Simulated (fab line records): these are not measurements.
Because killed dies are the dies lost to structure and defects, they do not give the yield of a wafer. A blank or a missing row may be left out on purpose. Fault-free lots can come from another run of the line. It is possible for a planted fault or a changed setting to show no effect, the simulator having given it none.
fab line records    flow nand-harc
record: lots: 6  wafers: 18  last-day: 34
route steps=1302 shown A_ONON_D1@426 END@1302
lots with no fault: from the same line, run without faults
start-h: hours from the record's first day to the start of the lot's first wafer shown    wait-h: how many hours have passed since the lot's step before this one    " same as the row above    L1.1+2: a single row standing in for several wafers    - value missing, or start not given    * or withheld: withheld    < > ~ a bound
route shown NAME@n: NAME is a module with steps in the file, n the number in the route of the first one    usual: mean/standard deviation taken from wafers without a fault    same: alike in all rows    chamber/n: place in a boat    sites: the reading at each site    _std_site: the values' standard deviation    _edge_site: inner sites' mean taken away from outer sites' mean    radius-mm: for every site, how far away it sits from the centre of the wafer    mask NAME#n: copy n    behind: the tool/chamber that last shaped the wafer    hold: what put the lot on hold/how long, in hours/how the hold closed    device: transistor that didn't switch, given as n, p or np    end of line: at the end of the route, the tests of the same wafers    for a step that has no rows: nothing shown but its recipe    killed: dies that structure and defects cost at the first sort, which is not the same as the wafer's yield    map: a wafer's dies, x killed, . not, _ none there
set.NAME: the setting the step ran with; set.NAME@STEP: the setting that earlier step ran with    model.NAME: the simulator's own value behind a step, which no gauge read
lots at selected steps of the route; one table per step, one row per wafer
services: from which hour (start-h, from the record's first day; less than 0 if before it) a tool's chamber was out of use, for how many hours, and why
== steps ==
step: NHARC_A_ONON_D1_DEP_03
recipe: target-thk-a: 10000  n2-flow-sccm: 2750  n2o-flow-sccm: 2000  nh3-flow-sccm: 500  sih4-flow-sccm: 210  temp-c: 400
step: NHARC_A_ONON_D1_THK_MEAS_05
recipe: thk-meas-gauge: ellipsometry
usual: thk-nm: 1001/8.3
lot.wafer  tool           chamber  start-h  wait-h  thk-nm
L557.2     film-metro-01  -        221.10   -       987
L557.4     "              -        "        "       989
L557.5     "              -        "        "       989
L564.2     film-metro-01  -        289.32   -       1022
L564.4     "              -        "        "       1023
L564.5     "              -        "        "       1021
L567.1     film-metro-01  -        333.44   -       984
L567.5     "              -        "        "       986
L567.6     "              -        "        "       984
L569.1     film-metro-02  -        337.20   -       999
L569.2     "              -        "        "       999
L569.4     "              -        "        "       999
L573.4     film-metro-01  -        385.41   -       996
L573.5     "              -        "        "       997
L573.6     "              -        "        "       997
L574.1     film-metro-01  -        399.87   -       1000
L574.3     "              -        "        "       1000
L574.5     "              -        "        "       997
step: NHARC_A_ONON_D1_DEP_06
recipe: target-thk-a: 10000  n2-flow-sccm: 2750  n2o-flow-sccm: 2000  nh3-flow-sccm: 500  sih4-flow-sccm: 210  temp-c: 400
step: NHARC_A_ONON_D1_THK_MEAS_08
recipe: thk-meas-gauge: ellipsometry
usual: thk-nm: 1000/12
lot.wafer  tool           chamber  start-h  wait-h  thk-nm
L557.2     film-metro-01  -        221.67   -       993
L557.4     "              -        "        "       996
L557.5     "              -        "        "       994
L564.2     film-metro-01  -        289.88   -       1012
L564.4     "              -        "        "       1017
L564.5     "              -        "        "       1015
L567.1     film-metro-02  -        334.01   -       985
L567.5     "              -        "        "       983
L567.6     "              -        "        "       985
L569.1     film-metro-01  -        337.77   -       1007
L569.2     "              -        "        "       1006
L569.4     "              -        "        "       1007
L573.4     film-metro-01  -        385.97   -       1009
L573.5     "              -        "        "       1009
L573.6     "              -        "        "       1008
L574.1     film-metro-02  -        400.44   -       998
L574.3     "              -        "        "       998
L574.5     "              -        "        "       997
step: NHARC_A_ONON_D1_DEP_09
recipe: target-thk-a: 10000  n2-flow-sccm: 2750  n2o-flow-sccm: 2000  nh3-flow-sccm: 500  sih4-flow-sccm: 210  temp-c: 400
step: NHARC_A_ONON_D1_THK_MEAS_11
recipe: thk-meas-gauge: ellipsometry
usual: thk-nm: 999/9.6
lot.wafer  tool           chamber  start-h  wait-h  thk-nm
L557.2     film-metro-02  -        222.23   -       1012
L557.4     "              -        "        "       1011
L557.5     "              -        "        "       1012
L564.2     film-metro-01  -        290.45   -       1004
L564.4     "              -        "        "       1004
L564.5     "              -        "        "       1008
L567.1     film-metro-01  -        334.58   -       984
L567.5     "              -        "        "       985
L567.6     "              -        "        "       984
L569.1     film-metro-01  -        338.34   -       1001
L569.2     "              -        "        "       1000
L569.4     "              -        "        "       1003
L573.4     film-metro-01  -        386.54   -       1004
L573.5     "              -        "        "       1004
L573.6     "              -        "        "       1007
L574.1     film-metro-02  -        401.01   -       997
L574.3     "              -        "        "       999
L574.5     "              -        "        "       998
step: NHARC_A_ONON_D1_DEP_12
recipe: target-thk-a: 10000  n2-flow-sccm: 2750  n2o-flow-sccm: 2000  nh3-flow-sccm: 500  sih4-flow-sccm: 210  temp-c: 400
step: NHARC_A_ONON_D1_THK_MEAS_14
recipe: thk-meas-gauge: ellipsometry
usual: thk-nm: 999/9.7
lot.wafer  tool           chamber  start-h  wait-h  thk-nm
L557.2     film-metro-02  -        222.80   -       1003
L557.4     "              -        "        "       1002
L557.5     "              -        "        "       1004
L564.2     film-metro-02  -        291.02   -       986
L564.4     "              -        "        "       986
L564.5     "              -        "        "       985
L567.1     film-metro-02  -        335.14   -       1003
L567.5     "              -        "        "       1004
L567.6     "              -        "        "       1003
L569.1     film-metro-01  -        338.91   -       1001
L569.2     "              -        "        "       1000
L569.4     "              -        "        "       999
L573.4     film-metro-01  -        387.10   -       1008
L573.5     "              -        "        "       1009
L573.6     "              -        "        "       1008
L574.1     film-metro-02  -        401.58   -       975
L574.3     "              -        "        "       974
L574.5     "              -        "        "       974
step: NHARC_A_ONON_D1_ANNEAL_15
recipe: temp-c: 750  time-s: 3600
step: NHARC_A_ONON_D1_DEP_16
recipe: target-thk-a: 10000  n2-flow-sccm: 2750  n2o-flow-sccm: 2000  nh3-flow-sccm: 500  sih4-flow-sccm: 210  temp-c: 400
step: NHARC_A_ONON_D1_THK_MEAS_18
recipe: thk-meas-gauge: ellipsometry
usual: thk-nm: 1001/10
lot.wafer  tool           chamber  start-h  wait-h  thk-nm
L557.2     film-metro-02  -        234.06   -       1000
L557.4     "              -        "        "       1002
L557.5     "              -        "        "       1003
L564.2     film-metro-02  -        298.80   -       1018
L564.4     "              -        "        "       1017
L564.5     "              -        "        "       1020
L567.1     film-metro-02  -        342.91   -       981
L567.5     "              -        "        "       984
L567.6     "              -        "        "       984
L569.1     film-metro-01  -        346.66   -       984
L569.2     "              -        "        "       984
L569.4     "              -        "        "       984
L573.4     film-metro-02  -        396.62   -       1007
L573.5     "              -        "        "       1006
L573.6     "              -        "        "       1007
L574.1     film-metro-01  -        409.35   -       1009
L574.3     "              -        "        "       1011
L574.5     "              -        "        "       1009
step: NHARC_A_ONON_D1_DEP_19
recipe: target-thk-a: 10000  n2-flow-sccm: 2750  n2o-flow-sccm: 2000  nh3-flow-sccm: 500  sih4-flow-sccm: 210  temp-c: 400
lot.wafer   tool           chamber  start-h  wait-h
L557.2+4+5  pecvd-onon-04  0        234.18   0.1
L564.2+4+5  pecvd-onon-01  0        298.91   0.1
L567.1+5+6  pecvd-onon-01  0        342.96   0.1
L569.1+2+4  pecvd-onon-01  0        346.71   0.1
L573.4+5+6  pecvd-onon-04  0        396.85   0.2
L574.1+3+5  pecvd-onon-01  0        409.41   0.1
step: NHARC_A_ONON_D1_THK_MEAS_21
recipe: thk-meas-gauge: ellipsometry
usual: thk-nm: 1001/10
lot.wafer  tool           chamber  start-h  wait-h  thk-nm
L557.2     film-metro-02  -        234.63   -       1019
L557.4     "              -        "        "       1017
L557.5     "              -        "        "       1018
L564.2     film-metro-01  -        299.36   -       1006
L564.4     "              -        "        "       1006
L564.5     "              -        "        "       1005
L567.1     film-metro-02  -        343.47   -       692
L567.5     "              -        "        "       691
L567.6     "              -        "        "       691
L569.1     film-metro-02  -        347.22   -       703
L569.2     "              -        "        "       701
L569.4     "              -        "        "       704
L573.4     film-metro-01  -        397.19   -       996
L573.5     "              -        "        "       998
L573.6     "              -        "        "       997
L574.1     film-metro-01  -        409.91   -       1001
L574.3     "              -        "        "       1000
L574.5     "              -        "        "       1000
step: NHARC_A_ONON_D1_DEP_22
recipe: target-thk-a: 10000  n2-flow-sccm: 2750  n2o-flow-sccm: 2000  nh3-flow-sccm: 500  sih4-flow-sccm: 210  temp-c: 400
step: NHARC_END_SORT_01
recipe: temp-c: 25
usual: killed-at-array: 54/17  killed-at-other: 0.7/1  killed-at-periphery: 3.7/2.9  killed-dies: 58/16  killed-open: 3.2/1.9  killed-short: 2.2/1.5
same: gross-dies: 677
lot.wafer  tool       chamber  start-h  wait-h  killed-at-array  killed-at-other  killed-at-periphery  killed-dies  killed-open  killed-short
L557.2     prober-01  0        631.96   2.8     35               1                3                    39           4            1
L557.4     prober-01  0        633.54   3.4     30               0                1                    31           2            2
L557.5     prober-01  0        634.33   3.7     33               1                1                    35           2            2
L564.2     prober-01  0        684.07   2.8     45               0                12                   57           9            5
L564.4     prober-01  0        685.67   3.4     36               0                6                    42           1            1
L564.5     prober-01  0        686.47   3.7     31               0                7                    38           4            2
L567.1     prober-02  0        726.75   2.5     675              0                2                    677          4            3
L567.5     prober-02  0        729.97   3.7     676              0                1                    677          2            3
L567.6     prober-02  0        730.77   4.0     674              0                3                    677          3            4
L569.1     prober-01  0        736.09   2.5     676              0                1                    677          2            2
L569.2     prober-01  0        736.88   2.8     676              0                1                    677          4            0
L569.4     prober-01  0        738.46   3.4     672              1                4                    677          3            3
L573.4     prober-02  0        783.60   3.4     33               1                2                    36           4            2
L573.5     prober-02  0        784.40   3.7     40               3                3                    46           4            1
L573.6     prober-02  0        785.20   4.0     56               3                4                    63           5            3
L574.1     prober-01  0        805.67   2.5     58               1                0                    59           3            1
L574.3     prober-01  0        807.30   3.2     65               1                2                    68           3            1
L574.5     prober-01  0        808.93   3.8     63               0                4                    67           5            1
killed by level:class
L557.2 A_SLIT:chamber-film-flake=15 A_CHANNEL_HOLE_D1:chamber-film-flake=5 A_CHANNEL_HOLE_D2:chamber-film-flake=4 A_WL_FILL:chamber-film-flake=4 A_CONTACT:chamber-film-flake=3 A_CHANNEL_FILL_D1:geometric-particle:open=2 P_STI:chamber-film-flake=2 A_M0:geometric-particle:short=1
L557.4 A_CHANNEL_HOLE_D2:chamber-film-flake=13 A_SLIT:chamber-film-flake=9 A_WL_FILL:chamber-film-flake=2 A_SOURCE_PLATE:geometric-particle:open=1 A_ONON_D2:geometric-particle:open=1 A_SGD_CUT:geometric-particle:short=1 A_M0:geometric-particle:short=1 P_ZERO_WELL:chamber-film-flake=1
L557.5 A_SLIT:chamber-film-flake=12 A_CONTACT:chamber-film-flake=6 A_CHANNEL_HOLE_D2:chamber-film-flake=5 A_WL_FILL:chamber-film-flake=3 A_CHANNEL_HOLE_D1:chamber-film-flake=2 A_SGD_CUT:chamber-film-flake=2 P_M1:geometric-particle:short=1 A_ONON_D1:geometric-particle:open=1
L564.2 A_CHANNEL_HOLE_D2:chamber-film-flake=12 A_STAIRCASE:chamber-film-flake=8 P_M1:chamber-film-flake=6 A_CONTACT:chamber-film-flake=6 P_GATE:chamber-film-flake=3 A_ONON_D2:geometric-particle:open=2 A_WL_FILL:geometric-particle:short=2 A_CHANNEL_HOLE_D1:chamber-film-flake=2
L564.4 A_CHANNEL_HOLE_D2:chamber-film-flake=11 A_STAIRCASE:chamber-film-flake=9 A_CONTACT:chamber-film-flake=7 P_M1:chamber-film-flake=3 A_M1:chamber-film-flake=3 P_GATE:chamber-film-flake=2 A_SLIT:chamber-film-flake=2 A_ONON_D1:geometric-particle:short=1
L564.5 A_CHANNEL_HOLE_D2:chamber-film-flake=11 A_STAIRCASE:chamber-film-flake=7 P_GATE:chamber-film-flake=4 A_M1:chamber-film-flake=3 A_WL_FILL:geometric-particle:short=2 A_WL_FILL:geometric-particle:open=2 P_M1:chamber-film-flake=2 A_CHANNEL_HOLE_D1:chamber-film-flake=2
L567.1 A_ONON_D1:area-dep=633 A_CHANNEL_HOLE_D1:chamber-film-flake=28 A_SGD_CUT:chamber-film-flake=4 A_ONON_D1:geometric-particle:open=2 A_ONON_D2:geometric-particle:short=2 A_SLIT:chamber-film-flake=2 A_STAIRCASE:chamber-film-flake=2 P_M0:geometric-particle:open=1
L567.5 A_ONON_D1:area-dep=634 A_CHANNEL_HOLE_D1:chamber-film-flake=31 A_CHANNEL_FILL_D1:geometric-particle:short=3 A_CHANNEL_HOLE_D1:geometric-particle:open=1 A_CHANNEL_FILL_D2:geometric-particle:open=1 P_GATE:chamber-film-flake=1 A_ZERO_WELL:chamber-film-flake=1 A_CHANNEL_FILL_D1:chamber-film-flake=1
L567.6 A_ONON_D1:area-dep=620 A_CHANNEL_HOLE_D1:chamber-film-flake=41 A_CHANNEL_FILL_D2:chamber-film-flake=2 A_SLIT:chamber-film-flake=2 P_STI:geometric-particle:short=1 A_CHANNEL_FILL_D1:geometric-particle:open=1 P_M1:geometric-particle:open=1 A_CHANNEL_HOLE_D1:geometric-particle:short=1
L569.1 A_ONON_D1:area-dep=595 A_CHANNEL_HOLE_D1:chamber-film-flake=29 A_CHANNEL_HOLE_D2:chamber-film-flake=24 A_SLIT:chamber-film-flake=12 A_CONTACT:chamber-film-flake=5 A_SGD_CUT:chamber-film-flake=3 A_WL_FILL:chamber-film-flake=2 P_M1:geometric-particle:open=1
L569.2 A_ONON_D1:area-dep=583 A_SLIT:chamber-film-flake=34 A_CHANNEL_HOLE_D1:chamber-film-flake=33 A_CHANNEL_HOLE_D2:chamber-film-flake=13 A_CONTACT:chamber-film-flake=6 A_CHANNEL_FILL_D1:geometric-particle:open=1 A_ONON_D2:geometric-particle:open=1 A_WL_FILL:geometric-particle:open=1
L569.4 A_ONON_D1:area-dep=584 A_CHANNEL_HOLE_D1:chamber-film-flake=30 A_SLIT:chamber-film-flake=30 A_CHANNEL_HOLE_D2:chamber-film-flake=15 A_SGD_CUT:chamber-film-flake=7 A_CONTACT:chamber-film-flake=2 P_CONTACT:geometric-particle:short=1 P_M0:geometric-particle:open=1
L573.4 A_SLIT:chamber-film-flake=12 A_CHANNEL_HOLE_D1:chamber-film-flake=9 A_CONTACT:chamber-film-flake=3 A_ONON_D1:geometric-particle:open=2 P_STI:chamber-film-flake=2 A_CHANNEL_FILL_D1:chamber-film-flake=2 A_SOURCE_PLATE:geometric-particle:open=1 A_SOURCE_PLATE:geometric-particle:short=1
L573.5 A_CHANNEL_HOLE_D1:chamber-film-flake=16 A_SLIT:chamber-film-flake=15 THIN_TSV:chamber-film-flake=3 P_STI:chamber-film-flake=2 A_CONTACT:chamber-film-flake=2 A_CHANNEL_FILL_D1:chamber-film-flake=2 P_GATE:geometric-particle:open=1 A_ONON_D2:geometric-particle:open=1
L573.6 A_SLIT:chamber-film-flake=34 A_CHANNEL_HOLE_D1:chamber-film-flake=9 P_STI:chamber-film-flake=3 A_CHANNEL_FILL_D1:chamber-film-flake=2 A_CONTACT:chamber-film-flake=2 THIN_TSV:chamber-film-flake=2 P_CONTACT:geometric-particle:open=1 A_SOURCE_PLATE:geometric-particle:open=1
L574.1 A_CHANNEL_HOLE_D2:chamber-film-flake=34 A_SLIT:chamber-film-flake=12 A_CONTACT:chamber-film-flake=5 A_CHANNEL_FILL_D1:geometric-particle:open=1 A_CHANNEL_HOLE_D2:geometric-particle:open=1 A_M0:geometric-particle:open=1 THIN_TSV:geometric-particle:short=1 A_CHANNEL_HOLE_D1:chamber-film-flake=1
L574.3 A_CHANNEL_HOLE_D2:chamber-film-flake=30 A_SLIT:chamber-film-flake=16 A_CONTACT:chamber-film-flake=13 A_CHANNEL_HOLE_D1:chamber-film-flake=2 P_CONTACT:geometric-particle:short=1 A_ONON_D1:geometric-particle:open=1 A_ONON_D2:geometric-particle:open=1 A_M0:geometric-particle:open=1
L574.5 A_SLIT:chamber-film-flake=31 A_CHANNEL_HOLE_D2:chamber-film-flake=18 A_CONTACT:chamber-film-flake=5 P_M0:geometric-particle:open=1 A_SGD_CUT:geometric-particle:open=1 A_SGD_CUT:geometric-particle:short=1 A_WL_FILL:geometric-particle:open=1 A_BLC:geometric-particle:open=1
map L567.1 (x killed, . not)
____________x____________
_________xxxxxxx_________
_______xxxxxxxxxxx_______
______xxxxxxxxxxxxx______
_____xxxxxxxxxxxxxxx_____
____xxxxxxxxxxxxxxxxx____
____xxxxxxxxxxxxxxxxx____
___xxxxxxxxxxxxxxxxxxx___
___xxxxxxxxxxxxxxxxxxx___
__xxxxxxxxxxxxxxxxxxxxx__
__xxxxxxxxxxxxxxxxxxxxx__
_xxxxxxxxxxxxxxxxxxxxxxx_
_xxxxxxxxxxxxxxxxxxxxxxx_
_xxxxxxxxxxxxxxxxxxxxxxx_
_xxxxxxxxxxxxxxxxxxxxxxx_
_xxxxxxxxxxxxxxxxxxxxxxx_
xxxxxxxxxxxxxxxxxxxxxxxxx
xxxxxxxxxxxxxxxxxxxxxxxxx
xxxxxxxxxxxxxxxxxxxxxxxxx
xxxxxxxxxxxxxxxxxxxxxxxxx
xxxxxxxxxxxxxxxxxxxxxxxxx
_xxxxxxxxxxxxxxxxxxxxxxx_
_xxxxxxxxxxxxxxxxxxxxxxx_
_xxxxxxxxxxxxxxxxxxxxxxx_
_xxxxxxxxxxxxxxxxxxxxxxx_
_xxxxxxxxxxxxxxxxxxxxxxx_
__xxxxxxxxxxxxxxxxxxxxx__
__xxxxxxxxxxxxxxxxxxxxx__
___xxxxxxxxxxxxxxxxxxx___
___xxxxxxxxxxxxxxxxxxx___
____xxxxxxxxxxxxxxxxx____
____xxxxxxxxxxxxxxxxx____
_____xxxxxxxxxxxxxxx_____
______xxxxxxxxxxxxx______
_______xxxxxxxxxxx_______
_________xxxxxxx_________
____________x____________
map L569.1 (x killed, . not)
____________x____________
_________xxxxxxx_________
_______xxxxxxxxxxx_______
______xxxxxxxxxxxxx______
_____xxxxxxxxxxxxxxx_____
____xxxxxxxxxxxxxxxxx____
____xxxxxxxxxxxxxxxxx____
___xxxxxxxxxxxxxxxxxxx___
___xxxxxxxxxxxxxxxxxxx___
__xxxxxxxxxxxxxxxxxxxxx__
__xxxxxxxxxxxxxxxxxxxxx__
_xxxxxxxxxxxxxxxxxxxxxxx_
_xxxxxxxxxxxxxxxxxxxxxxx_
_xxxxxxxxxxxxxxxxxxxxxxx_
_xxxxxxxxxxxxxxxxxxxxxxx_
_xxxxxxxxxxxxxxxxxxxxxxx_
xxxxxxxxxxxxxxxxxxxxxxxxx
xxxxxxxxxxxxxxxxxxxxxxxxx
xxxxxxxxxxxxxxxxxxxxxxxxx
xxxxxxxxxxxxxxxxxxxxxxxxx
xxxxxxxxxxxxxxxxxxxxxxxxx
_xxxxxxxxxxxxxxxxxxxxxxx_
_xxxxxxxxxxxxxxxxxxxxxxx_
_xxxxxxxxxxxxxxxxxxxxxxx_
_xxxxxxxxxxxxxxxxxxxxxxx_
_xxxxxxxxxxxxxxxxxxxxxxx_
__xxxxxxxxxxxxxxxxxxxxx__
__xxxxxxxxxxxxxxxxxxxxx__
___xxxxxxxxxxxxxxxxxxx___
___xxxxxxxxxxxxxxxxxxx___
____xxxxxxxxxxxxxxxxx____
____xxxxxxxxxxxxxxxxx____
_____xxxxxxxxxxxxxxx_____
______xxxxxxxxxxxxx______
_______xxxxxxxxxxx_______
_________xxxxxxx_________
____________x____________
== services ==
tool           chamber  start-h  hours  kind
pecvd-onon-01  -        269.10   13.0   pm
pecvd-onon-04  -        311.23   13.0   pm
== key ==
first-sign: step: NHARC_A_ONON_D1_THK_MEAS_21  reading: thk-nm  direction: down  sigmas: 30  usual: 1001  struck: 697
effect: step: NHARC_END_SORT_01  reading: killed-dies  direction: up  sigmas: 38  usual: 58  struck: 677
more-kills-born-at: NHARC_A_ONON_D1_DEP_19@pecvd-onon-01: 3649
met-at NHARC_A_ONON_D1_DEP_19
struck-wafers L567.1,L567.5,L567.6,L569.1,L569.2,L569.4
later-rows-left-out L567.1,L567.5,L567.6,L569.1,L569.2,L569.4
tester-left-out L567,L569
onset-between 298.91 342.96
fault: kind: process-parameter-drift  tool: pecvd-onon-01  chamber: 0  onset-h: 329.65  steps: NHARC_A_ONON_D1_DEP_19  channel: target-thk-a  offset: *  shape: step  end-h: 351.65  acts-in: *  stated: *
tester-left-out: of these lots the tester's yield and bins aren't shown, on N5 and GAA mostly nor the transistor test; their killed dies are dies lost to structure and defects alone, not to doping, threshold or leakage, so they don't give the yield
later-rows-left-out: the simulator's readings of these wafers behind a module that went badly wrong aren't trusted and aren't shown, but for the sort
